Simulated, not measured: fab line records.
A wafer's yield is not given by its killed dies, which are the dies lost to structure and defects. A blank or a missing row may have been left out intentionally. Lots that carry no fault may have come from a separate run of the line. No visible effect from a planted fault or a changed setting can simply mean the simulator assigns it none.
fab line records	flow n5Finfet
[record] lots = 7	wafers = 21
route steps=1938 shown WELL_APT@25 FIN_SAQP@109 DUMMY_GATE@215 SD_EPI_N@275 SD_EPI_P@321 SD_ACTIVATION@330 SDB@369
startH: start of the lot's first displayed wafer, in hours after the record's first day	waitH: hours elapsed since this lot's preceding step	" as in the row above	L1.1+2: a single row standing in for several wafers	- no value present, or no start provided	* or withheld: withheld	< > ~ a bound
route shown NAME@n: NAME is a module with steps in the file, n the number in the route of the first one	usual: the fault-free wafers' mean and standard deviation	same: alike in all rows	chamber/n: place in a boat	sites: each site's reading	_std_site: the values' standard deviation	_edge_site: outer sites' mean less inner sites'	radiusMm: how far each site lies from the wafer's centre	mask NAME#n: copy n	behind: the last tool/chamber to shape the wafer	hold: reason for holding the lot/hours on hold/outcome of the hold	device: which transistor (n, p or np) failed to switch	end of line: tests of these same wafers at the route's end	for a step that has no rows: nothing shown but its recipe	killed: dies that structure and defects cost at the first sort, which is not the same as the wafer's yield	map: a wafer's dies, x killed, . not, _ none there
set.NAME: the setting that was run; set.NAME@STEP: the one run at that earlier step	model.NAME: the simulator's own value behind a step, which no gauge read
lots where settings were altered on purpose, with a table for each step and a row for each wafer
[[steps]]
[step N5_WELL_APT_PEB_06]
[recipe] pebTempC = 130	pebTimeS = 90
lot.wafer	tool	chamber	startH	waitH	set.pebTimeS
L075.1+2+3	lithoTrack-04	0	19.59	0.1	90
L076.3+4	lithoTrack-03	0	25.57	0.0	105.6
L076.6	"	0	"	"	90
L081.1+3	lithoTrack-04	0	55.60	0.1	90
L081.2	"	0	"	"	80.58
L083.1	lithoTrack-04	0	67.58	0.1	90
L083.2+3	"	0	"	"	82.21
L086.3+6	lithoTrack-03	0	85.59	0.0	90
L086.4	"	0	"	"	74.76
L089.1	lithoTrack-04	0	104.40	0.1	90
L089.3+4	"	0	"	"	70.6
L090.4+5+6	lithoTrack-02	0	109.69	0.0	90
[step N5_WELL_APT_DEVELOP_07]
[recipe] developTimeS = 45	rinseLiquid = surfactantRinse	dry = airSpin	devTempC = 21
[step N5_WELL_APT_HARDBAKE_12]
[recipe] tempC = 130	timeS = 120
[step N5_WELL_APT_CD_MEAS_08]
[recipe] targetCdNm = 200	landingEnergyEv = 500	detector = seInlens
[usual] cdNm = 200.6/1.1
lot.wafer	tool	chamber	startH	waitH	set.pebTimeS@WELL_APT_PEB_06	cdNm
L075.1	cdSem-02	0	19.70	-	90	201.7
L075.2	"	0	"	"	90	201.7
L075.3	"	0	"	"	90	200.1
L076.3	cdSem-01	0	25.68	-	105.6	206.8
L076.4	"	0	"	"	105.6	205.0
L076.6	"	0	"	"	90	199.1
L081.1	cdSem-03	0	55.71	-	90	199.2
L081.2	"	0	"	"	80.58	194.9
L081.3	"	0	"	"	90	199.6
L083.1	cdSem-02	0	67.70	-	90	200.7
L083.2	"	0	"	"	82.21	199.9
L083.3	"	0	"	"	82.21	197.1
L086.3	cdSem-01	0	85.71	-	90	199.5
L086.4	"	0	"	"	74.76	192.4
L086.6	"	0	"	"	90	200.7
L089.1	cdSem-03	0	104.52	-	90	199.7
L089.3	"	0	"	"	70.6	190.6
L089.4	"	0	"	"	70.6	189.4
L090.4	cdSem-01	0	109.81	-	90	200.2
L090.5	"	0	"	"	90	201.0
L090.6	"	0	"	"	90	200.4
[step N5_WELL_APT_DESCUM_13]
[recipe] chemistry = O2	timeS = 7.9	sourcePowerW = 50	biasPowerW = 20	pressureMtorr = 20	rfFrequencyHz = 2.712e+07	tempC = 40	o2FlowSccm = 225
lot.wafer	tool	chamber	startH	waitH	set.pebTimeS@WELL_APT_PEB_06	model.WELL_APT.cdNm
L075.1	rieDiel-01	0	19.81	0.1	90	201.8
L075.2	"	3	"	"	90	201.9
L075.3	"	2	"	"	90	200
L076.3	rieDiel-01	3	25.77	0.0	105.6	207.1
L076.4	"	2	"	"	105.6	205.2
L076.6	"	3	"	"	90	199.1
L081.1	rieDiel-01	0	55.80	0.0	90	199.6
L081.2	"	2	"	"	80.58	195.3
L081.3	"	3	"	"	90	199.7
L083.1	rieDiel-05	2	67.79	0.0	90	200.9
L083.2	"	0	"	"	82.21	199.9
L083.3	"	3	"	"	82.21	197.4
L086.3	rieDiel-05	1	85.85	0.1	90	199.2
L086.4	"	3	"	"	74.76	192.7
L086.6	"	3	"	"	90	200.7
L089.1	rieDiel-05	2	104.61	0.0	90	200.1
L089.3	"	0	"	"	70.6	190.9
L089.4	"	3	"	"	70.6	189.3
L090.4+6	rieDiel-05	3,1	109.89	0.0	90	200.4
L090.5	"	2	"	"	90	201
[step N5_FIN_SAQP_PEB_14]
[recipe] pebTempC = withheld	pebTimeS = 60	resist = CAR-ArF
lot.wafer	tool	chamber	startH	waitH	set.pebTimeS
L075.1+2+3	lithoTrack-04	0	28.78	0.1	60
L076.3+4	lithoTrack-04	0	33.48	0.0	60
L076.6	"	0	"	"	49.1
L081.1+2+3	lithoTrack-03	0	63.98	0.1	60
L083.1	lithoTrack-01	0	75.77	0.1	70.94
L083.2+3	"	0	"	"	60
L086.3+4+6	lithoTrack-03	0	95.37	0.0	60
L089.1+3+4	lithoTrack-04	0	113.06	0.1	60
L090.4+6	lithoTrack-04	0	119.72	0.0	60
L090.5	"	0	"	"	48.59
[step N5_FIN_SAQP_DEVELOP_15]
[recipe] developTimeS = 30	developer = TMAH	resist = CAR-ArF	devTempC = 23	rinseLiquid = diw	dry = airSpin
lot.wafer	tool	chamber	startH	waitH	set.developTimeS
L075.1+2+3	lithoTrack-04	0	-	-	30
L076.3+4+6	lithoTrack-04	0	-	-	30
L081.1+2	lithoTrack-03	0	-	-	30
L081.3	"	0	"	"	32.84
L083.1+2	lithoTrack-01	0	-	-	30
L083.3	"	0	"	"	27.92
L086.3+6	lithoTrack-03	0	-	-	23.58
L086.4	"	0	"	"	30
L089.1+3+4	lithoTrack-04	0	-	-	30
L090.4	lithoTrack-04	0	-	-	27.82
L090.5+6	"	0	"	"	30
[step N5_FIN_SAQP_CD_MEAS_16]
[recipe] targetCdNm = 35.6	landingEnergyEv = 500	detector = seInlens
[usual] cdNm = 35.5/0.34
lot.wafer	tool	chamber	startH	waitH	set.pebTimeS@FIN_SAQP_PEB_14	cdNm
L075.1	cdSem-03	0	28.84	-	60	36.1
L075.2	"	0	"	"	60	36.0
L075.3	"	0	"	"	60	35.8
L076.3	cdSem-02	0	33.55	-	60	35.6
L076.4	"	0	"	"	60	34.9
L076.6	"	0	"	"	49.1	37.9
L081.1	cdSem-03	0	64.04	-	60	35.3
L081.2	"	0	"	"	60	35.4
L081.3	"	0	"	"	60	35.6
L083.1	cdSem-01	0	75.83	-	70.94	33.2
L083.2	"	0	"	"	60	35.6
L083.3	"	0	"	"	60	35.6
L086.3	cdSem-02	0	95.44	-	60	36.4
L086.4	"	0	"	"	60	35.1
L086.6	"	0	"	"	60	36.3
L089.1	cdSem-01	0	113.13	-	60	36.0
L089.3	"	0	"	"	60	35.4
L089.4	"	0	"	"	60	36.2
L090.4	cdSem-03	0	119.79	-	60	35.4
L090.5	"	0	"	"	48.59	38.1
L090.6	"	0	"	"	60	35.9
[step N5_FIN_SAQP_FIN_ETCH_36]
[recipe] chemistry = HBr/Cl2/O2	targetDepthA = 1200	maskMaterial = SiNx	timeS = 50.4	biasW = 102	pressureMtorr = 10	icpW = 800	HBr_flow_sccm = 150	Cl2_flow_sccm = 80	O2_flow_sccm = 12
lot.wafer	tool	chamber	startH	waitH	set.biasW	model.SiNx_of_FIN_SAQP_HM_DEP_03.thkNm
L075.1	rieSi-04	3	33.46	0.0	102	21.6
L075.2+3	"	0,1	"	"	102	21.2
L076.3	rieSi-04	2	37.91	0.0	102	20.8
L076.4+6	"	3,1	"	"	102	21.4
L081.1	rieSi-03	3	68.38	0.0	102	21
L081.2+3	"	2,1	"	"	102	20.8
L083.1+3	rieSi-04	1,2	81.08	0.0	102	21.2
L083.2	"	3	"	"	102	21
L086.3	rieSi-03	3	100.34	0.0	102	20.8
L086.4	"	1	"	"	89.59	22.8
L086.6	"	0	"	"	89.59	22.4
L089.1	rieSi-04	3	119.72	0.0	84.85	22
L089.3	"	1	"	"	102	20.8
L089.4	"	3	"	"	84.85	22.6
L090.4	rieSi-02	0	124.48	0.0	89.19	22.8
L090.5	"	3	"	"	89.19	22.4
L090.6	"	1	"	"	89.19	23
[step N5_DUMMY_GATE_CVD_03]
[recipe] material = a-Si	targetThkA = 1500	tempC = 530	precursor = SiH4	timeS = 8042
lot.wafer	tool	chamber	startH	waitH	set.tempC	model.a-Si_of_DUMMY_GATE_CVD_03.thkNm
L075.1	lpcvd-02	1/40	44.98	0.1	530	150.6
L075.2	"	1/45	"	"	530	151
L075.3	"	1/50	"	"	530	150.2
L076.3	-	-	-	0.1	530	150.8
L076.4	"	-	"	"	530	151.2
L076.6	"	-	"	"	530	149.8
L081.1	-	-	-	0.1	530	151.4
L081.2	"	-	"	"	530	152.8
L081.3	"	-	"	"	530	151.8
L083.1	-	-	-	0.1	540.2	201.4
L083.2	"	-	"	"	540.2	201
L083.3	"	-	"	"	540.2	202.2
L086.3	-	-	-	0.1	516.4	99.8
L086.4	"	-	"	"	516.4	101
L086.6	"	-	"	"	516.4	99.6
L089.1	-	-	-	0.1	540.1	201.2
L089.3	"	-	"	"	540.1	199.2
L089.4	"	-	"	"	540.1	199.6
L090.4	-	-	-	0.0	541.4	205
L090.5	"	-	"	"	541.4	206.6
L090.6	"	-	"	"	541.4	205.6
[step N5_DUMMY_GATE_PRECLEAN_46]
[recipe] chemistry = DIW	timeS = 89.5	tempC = 23
[step N5_DUMMY_GATE_SRD_47]
[recipe] dryTimeS = 32	dry = n2Spin	spinRpm = 1500
[step N5_DUMMY_GATE_CMP_04]
[recipe] material = a-Si	postCmpClean = alkalineBrush
[usual] timeToEndpointS = 14.2/1.7
lot.wafer	tool	chamber	startH	waitH	set.tempC@DUMMY_GATE_CVD_03	timeToEndpointS
L075.2	cmp-02	2	50.56	0.0	530	16.2
L075.1	"	0	"	"	530	16.4
L075.3	"	1	"	"	530	14.4
L076.4	cmp-02	0	53.95	0.0	530	14.7
L076.3	"	2	"	"	530	16.0
L076.6	"	0	"	"	530	12.9
L081.3	cmp-01	3	86.32	0.1	530	12.6
L081.2	"	0	"	"	530	12.8
L081.1	"	1	"	"	530	14.7
L083.2	cmp-04	0	96.93	0.0	540.2	22.2
L083.1	"	1	"	"	540.2	23.8
L083.3	"	2	"	"	540.2	24.3
L086.3	cmp-01	0	114.81	0.0	516.4	5.6
L086.4	"	2	"	"	516.4	3.4
L086.6	"	0	"	"	516.4	4.1
L089.3	cmp-01	0	136.04	0.1	540.1	21.9
L089.1	"	1	"	"	540.1	22.2
L089.4	"	2	"	"	540.1	20.6
L090.4	cmp-01	0	139.77	0.1	541.4	24.6
L090.6	"	3	"	"	541.4	22.4
L090.5	"	0	"	"	541.4	20.5
[step N5_DUMMY_GATE_COAT_28]
[recipe] resist = underlayer	tempC = 205	timeS = 60	spinRpm = 1500	resistThkNm = 10
lot.wafer	tool	chamber	startH	waitH	set.spinRpm	model.underlayer_of_DUMMY_GATE_COAT_28.thkNm
L075.1+2+3	lithoTrack-05	0	-	-	1500	10
L076.3+4+6	lithoTrack-01	0	-	-	1500	10
L081.1+3	lithoTrack-05	0	-	-	1500	10
L081.2	"	0	"	"	1642	9.6
L083.1+2+3	lithoTrack-05	0	-	-	1500	10
L086.3+6	lithoTrack-01	0	-	-	1500	10
L086.4	"	0	"	"	1425	10.2
L089.1	lithoTrack-01	0	-	-	1500	10
L089.3	"	0	"	"	1365	10.6
L089.4	"	0	"	"	1365	10.4
L090.4+5+6	lithoTrack-01	0	-	-	1500	10
[step N5_SD_EPI_N_ETCH_35]
[recipe] chemistry = N2/H2	target = SOC	overetchA = 1080	maskMaterial = SiARC	tempC = 40	ionEnergyEv = 100	sourceW = 3000	biasW = 133	pressureMtorr = 20	timeS = 486	n2FlowSccm = 200	h2FlowSccm = 200
lot.wafer	tool	chamber	startH	waitH	set.timeS	model.SiARC_of_SD_EPI_N_COAT_33.thkNm
L075.1+2+3	rieDiel-01	3,0,2	59.14	0.0	486	19.8
L076.3	rieDiel-01	0	61.10	0.0	486	19.8
L076.4	"	3	"	"	378.1	23.2
L076.6	"	0	"	"	486	19.6
L081.1	rieDiel-05	0	96.39	0.0	486	20.2
L081.2	"	3	"	"	418.8	21.8
L081.3	"	2	"	"	486	20
L083.1+3	rieDiel-04	3,0	104.11	0.0	486	19.8
L083.2	"	2	"	"	456	21
L086.3	rieDiel-01	2	121.99	0.0	454.1	21
L086.4	"	3	"	"	454.1	20.8
L086.6	"	3	"	"	486	19.8
L089.1	rieDiel-05	1	143.93	0.0	486	20
L089.3	"	0	"	"	486	20.2
L089.4	"	3	"	"	435.2	21.4
L090.4	rieDiel-05	3	146.99	0.0	486	19.8
L090.5+6	"	0,3	"	"	486	19.6
[step N5_SD_EPI_N_STRIP_36]
[recipe] chemistry = N2/H2	tempC = 40	n2FlowSccm = 200	h2FlowSccm = 200	rfFrequencyHz = 6e+07
[step N5_SD_EPI_N_ETCHBACK_44]
[recipe] chemistry = CH3F/O2	mode = anisotropicEtchback	target = SiNx	targetDepthA = 145	stopOn = SiO2	overEtchFrac = 0.3	ionEnergyEv = 120	pressureMtorr = 30	sourceW = 395	biasW = 73	Ar_flow_sccm = 150	CH3F_flow_sccm = 30	O2_flow_sccm = 20
lot.wafer	tool	chamber	startH	waitH	set.timeS@SD_EPI_N_ETCH_35	model.SiARC_of_SD_EPI_N_COAT_33.thkNm
L075.1	rieDiel-01	3	59.47	0.0	486	16
L075.2+3	"	0,2	"	"	486	16.2
L076.3	rieDiel-01	0	61.42	0.0	486	16
L076.4	"	3	"	"	378.1	19.4
L076.6	"	0	"	"	486	15.8
L081.1	rieDiel-05	0	96.72	0.0	486	16.6
L081.2	"	3	"	"	418.8	18
L081.3	"	2	"	"	486	16.4
L083.1	rieDiel-04	3	104.44	0.0	486	16.2
L083.2	"	2	"	"	456	17.2
L083.3	"	0	"	"	486	16
L086.3+4	rieDiel-01	2,3	122.32	0.0	454.1	17.2
L086.6	"	3	"	"	486	16
L089.1+3	rieDiel-05	1,0	144.26	0.0	486	16.4
L089.4	"	3	"	"	435.2	17.6
L090.4+5	rieDiel-05	3,0	147.31	0.0	486	16
L090.6	"	3	"	"	486	15.8
[step N5_SD_EPI_P_EPI_21]
[recipe] material = SiGe:B	dopant = B	tempC = 550	pressureTorr = 20	ambient = H2	timeS = 355
lot.wafer	tool	chamber	startH	waitH	set.tempC	model.SiGe-B_of_SD_EPI_P_EPI_21.thkNm
L075.1	epiRpcvd-01	0	65.46	0.1	550	60.4
L075.2	"	0	"	"	550	60.6
L075.3	"	0	"	"	550	60.8
L076.3	epiRpcvd-02	0	67.39	0.8	553.8	67
L076.4	"	0	"	"	550	60.4
L076.6	"	0	"	"	553.8	67.2
L081.1	epiRpcvd-01	0	102.08	0.2	550	61.6
L081.2	"	0	"	"	548.8	59.6
L081.3	"	0	"	"	548.8	60.2
L083.1	epiRpcvd-02	0	109.81	0.1	552.1	64.4
L083.2	"	0	"	"	550	61.2
L083.3	"	0	"	"	550	60.4
L086.3	epiRpcvd-01	0	129.14	1.1	550	61
L086.4	"	0	"	"	548.1	57.4
L086.6	"	0	"	"	550	60
L089.1	epiRpcvd-04	0	149.66	0.1	550	61.4
L089.3	"	0	"	"	550	62.4
L089.4	"	0	"	"	550	61.6
L090.4	epiRpcvd-02	0	154.12	1.1	550	61.4
L090.5	"	0	"	"	550	61.8
L090.6	"	0	"	"	547	57.8
[step N5_SD_EPI_P_EPI_MEAS_23]
[recipe] mode = xrd
[usual] thkNm = 61.0/1.2
lot.wafer	tool	chamber	startH	waitH	set.tempC@SD_EPI_P_EPI_21	thkNm
L075.1	filmMetro-01	-	67.65	1.8	550	58.9
L075.2	"	-	"	"	550	60.9
L075.3	"	-	"	"	550	60.9
L076.3	filmMetro-02	-	68.87	1.1	553.8	67.9
L076.4	"	-	"	"	550	60.1
L076.6	"	-	"	"	553.8	66.6
L081.1	filmMetro-02	-	105.00	2.4	550	62.4
L081.2	"	-	"	"	548.8	57.6
L081.3	"	-	"	"	548.8	60.3
L083.1	filmMetro-01	-	112.02	1.9	552.1	65.5
L083.2	"	-	"	"	550	61.7
L083.3	"	-	"	"	550	58.3
L086.3	filmMetro-01	-	131.10	1.5	550	61.8
L086.4	"	-	"	"	548.1	57.2
L086.6	"	-	"	"	550	59.4
L089.1	filmMetro-01	-	151.85	1.8	550	61.9
L089.3	"	-	"	"	550	60.9
L089.4	"	-	"	"	550	63.4
L090.4	filmMetro-02	-	155.24	0.8	550	61.5
L090.5	"	-	"	"	550	61.2
L090.6	"	-	"	"	547	56.7
[step N5_SD_EPI_P_HM_STRIP_48]
[recipe] chemistry = H3PO4	tempC = 160	material = SiNx	target = SiNx	targetDepthA = 30	overetchFraction = 0.3
lot.wafer	tool	chamber	startH	waitH	set.tempC@SD_EPI_P_EPI_21	model.SiGe-B_of_SD_EPI_P_EPI_21.thkNm
L075.1	wetBench-05	2	67.69	0.0	550	60.2
L075.2	"	5	"	"	550	60.4
L075.3	"	0	"	"	550	60.6
L076.3	wetBench-02	3	68.90	0.0	553.8	66.6
L076.4	"	5	"	"	550	60
L076.6	"	0	"	"	553.8	66.8
L081.1	wetBench-05	7	105.03	0.0	550	61.2
L081.2	"	1	"	"	548.8	59.4
L081.3	"	0	"	"	548.8	59.8
L083.1	wetBench-05	0	112.06	0.0	552.1	64.2
L083.2	"	7	"	"	550	61
L083.3	"	1	"	"	550	60.2
L086.3	wetBench-02	4	131.14	0.0	550	60.6
L086.4	"	0	"	"	548.1	57.2
L086.6	"	5	"	"	550	59.8
L089.1	wetBench-03	2	151.89	0.0	550	61.2
L089.3	"	1	"	"	550	62
L089.4	"	3	"	"	550	61.4
L090.4	wetBench-03	4	155.27	0.0	550	61
L090.5	"	7	"	"	550	61.4
L090.6	"	0	"	"	547	57.6
[step N5_SD_EPI_P_SRD_49]
[recipe] dry = ipaMarangoni	timeS = 30	tempC = 23	rinseLiquid = diw
[step N5_SD_EPI_P_PRECLEAN_24]
[recipe] chemistry = O3/DIW	timeS = 45	tempC = 22	o3Ppm = 10
[step N5_SD_ACTIVATION_RTA_00]
[recipe] tempC = 975	timeS = 0	ambient = N2	idleTempC = 600	rampUpCPerS = 150	rampDownCPerS = 60	coolToC = 600
[step N5_SD_ACTIVATION_LSA_01]
[recipe] tempC = 1080	timeS = 0.0008	ambient = N2
[step N5_SD_ACTIVATION_RS_MEAS_03]
[recipe] thkMeasGauge = four-point-probe
[usual] RS_SD_N = 21.94/0.27	RS_SD_P = 56.0/0.7
lot.wafer	tool	chamber	startH	waitH	set.tempC@SD_EPI_P_EPI_21	RS_SD_N[ohm/sq]	RS_SD_P[ohm/sq]
L075.1	filmMetro-01	-	68.34	0.2	550	22.05	56.2
L075.2	"	-	"	"	550	21.59	56.4
L075.3	"	-	"	"	550	21.71	56.0
L076.3	filmMetro-01	-	69.52	0.2	553.8	22.01	50.6
L076.4	"	-	"	"	550	22.09	56.6
L076.6	"	-	"	"	553.8	21.65	50.5
L081.1	filmMetro-02	-	105.78	0.2	550	21.70	56.3
L081.2	"	-	"	"	548.8	21.81	58.5
L081.3	"	-	"	"	548.8	21.83	57.6
L083.1	filmMetro-02	-	112.80	0.2	552.1	21.67	52.5
L083.2	"	-	"	"	550	21.79	55.6
L083.3	"	-	"	"	550	21.78	56.3
L086.3	filmMetro-02	-	131.86	0.2	550	21.70	55.4
L086.4	"	-	"	"	548.1	21.46	59.0
L086.6	"	-	"	"	550	21.91	56.9
L089.1	filmMetro-02	-	152.54	0.2	550	21.87	55.6
L089.3	"	-	"	"	550	21.94	55.0
L089.4	"	-	"	"	550	21.84	55.6
L090.4	filmMetro-02	-	155.90	0.1	550	21.82	55.6
L090.5	"	-	"	"	550	22.07	55.2
L090.6	"	-	"	"	547	22.17	59.7
[step N5_SDB_CUT_ETCH_26]
[recipe] chemistry = HBr/Cl2/O2	target = Si	targetDepthA = 1296	btTimeS = 20	maskMaterial = SiNx	timeS = 51.8	ionEnergyEv = *	biasW = *	pressureMtorr = 10	icpW = 800	HBr_flow_sccm = 150	Cl2_flow_sccm = 80	O2_flow_sccm = 12
lot.wafer	tool	chamber	startH	waitH	set.biasW	model.SiNx_of_SDB_HM_DEP_00.thkNm
L075.1	rieSi-02	3	76.54	0.1	*	20.6
L075.2	"	2	"	"	*	21
L075.3	"	1	"	"	*	21.4
L076.3	rieSi-04	3	77.64	0.1	*	22.4
L076.4	"	0	"	"	*	22.6
L076.6	"	1	"	"	*	24
L081.1	rieSi-03	3	116.77	0.1	*	21.8
L081.2	"	2	"	"	*	21.6
L081.3	"	0	"	"	*	21.4
L083.1	rieSi-02	3	120.96	0.1	*	23
L083.2	"	1	"	"	*	23.4
L083.3	"	0	"	"	*	22
L086.3	rieSi-04	3	140.62	0.1	*	23
L086.4	"	1	"	"	*	22
L086.6	"	1	"	"	*	21.8
L089.1	rieSi-03	3	160.55	0.1	*	21.2
L089.3	"	0	"	"	*	21
L089.4	"	1	"	"	*	21.8
L090.4	rieSi-03	1	163.98	0.1	*	24.2
L090.5	"	0	"	"	*	22.6
L090.6	"	3	"	"	*	22.8
[step N5_SDB_PRECLEAN_38]
[recipe] chemistry = dHF	timeS = 10	dilution = 750:1	tempC = 25
lot.wafer	tool	chamber	startH	waitH	set.biasW@SDB_CUT_ETCH_26	model.SiNx_of_SDB_HM_DEP_00.thkNm
L075.1	wetBench-04	5	76.66	0.1	*	20.6
L075.2	"	6	"	"	*	20.8
L075.3	"	3	"	"	*	21.4
L076.3	wetBench-04	7	77.76	0.1	*	22.4
L076.4	"	5	"	"	*	22.6
L076.6	"	1	"	"	*	23.8
L081.1	wetBench-06	3	116.89	0.1	*	21.8
L081.2	"	1	"	"	*	21.6
L081.3	"	7	"	"	*	21.4
L083.1	wetBench-06	1	121.08	0.1	*	23
L083.2	"	3	"	"	*	23.2
L083.3	"	6	"	"	*	22
L086.3	wetBench-04	1	140.74	0.1	*	23
L086.4+6	"	7,0	"	"	*	21.8
L089.1	wetBench-06	2	160.67	0.1	*	21.2
L089.3	"	1	"	"	*	20.8
L089.4	"	3	"	"	*	21.8
L090.4	wetBench-06	0	164.12	0.1	*	24.2
L090.5+6	"	6,3	"	"	*	22.6
[[key]]
[split] step = N5_WELL_APT_PEB_06	setting = pebTimeS	stated = 90	by = wafer
[response] step = N5_WELL_APT_CD_MEAS_08	reading = cdNm	change = +0.424	per = 1%	r = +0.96
[response] step = N5_WELL_APT_DESCUM_13	reading = model.WELL_APT.cdNm	change = +0.426	per = 1%	r = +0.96
[split] step = N5_FIN_SAQP_PEB_14	setting = pebTimeS	stated = 60	by = wafer
[response] step = N5_FIN_SAQP_CD_MEAS_16	reading = cdNm	change = -0.135	per = 1%	r = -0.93
[split] step = N5_FIN_SAQP_DEVELOP_15	setting = developTimeS	stated = 30	by = wafer
response none clear
[split] step = N5_FIN_SAQP_FIN_ETCH_36	setting = biasW	stated = 102	by = wafer
[response] step = N5_FIN_SAQP_FIN_ETCH_36	reading = model.SiNx_of_FIN_SAQP_HM_DEP_03.thkNm	change = -0.109	per = 1%	r = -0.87
[split] step = N5_DUMMY_GATE_CVD_03	setting = tempC	stated = 530	by = lot
[response] step = N5_DUMMY_GATE_CVD_03	reading = model.a-Si_of_DUMMY_GATE_CVD_03.thkNm	change = +23	per = 1%	r = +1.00
[response] step = N5_DUMMY_GATE_CMP_04	reading = timeToEndpointS	change = *	per = 1%	r = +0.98
[split] step = N5_DUMMY_GATE_COAT_28	setting = spinRpm	stated = 1500	by = wafer
[response] step = N5_DUMMY_GATE_COAT_28	reading = model.underlayer_of_DUMMY_GATE_COAT_28.thkNm	change = -0.0475	per = 1%	r = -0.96
[split] step = N5_SD_EPI_N_ETCH_35	setting = timeS	stated = 486	by = wafer
[response] step = N5_SD_EPI_N_ETCH_35	reading = model.SiARC_of_SD_EPI_N_COAT_33.thkNm	change = -0.148	per = 1%	r = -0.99
[response] step = N5_SD_EPI_N_ETCHBACK_44	reading = model.SiARC_of_SD_EPI_N_COAT_33.thkNm	change = -0.144	per = 1%	r = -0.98
[split] step = N5_SD_EPI_P_EPI_21	setting = tempC	stated = 550	by = wafer
[response] step = N5_SD_EPI_P_EPI_21	reading = model.SiGe-B_of_SD_EPI_P_EPI_21.thkNm	change = +8.75	per = 1%	r = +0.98
[response] step = N5_SD_EPI_P_EPI_MEAS_23	reading = thkNm	change = *	per = 1%	r = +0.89
[response] step = N5_SD_EPI_P_HM_STRIP_48	reading = model.SiGe-B_of_SD_EPI_P_EPI_21.thkNm	change = +8.6	per = 1%	r = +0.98
[response] step = N5_SD_ACTIVATION_RS_MEAS_03	reading = RS_SD_P	change = -8.53	per = 1%	r = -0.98
[split] step = N5_SDB_CUT_ETCH_26	setting = biasW	stated = *	by = wafer
[response] step = N5_SDB_CUT_ETCH_26	reading = model.SiNx_of_SDB_HM_DEP_00.thkNm	change = -0.127	per = 1%	r = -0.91
[response] step = N5_SDB_PRECLEAN_38	reading = model.SiNx_of_SDB_HM_DEP_00.thkNm	change = -0.124	per = 1%	r = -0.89
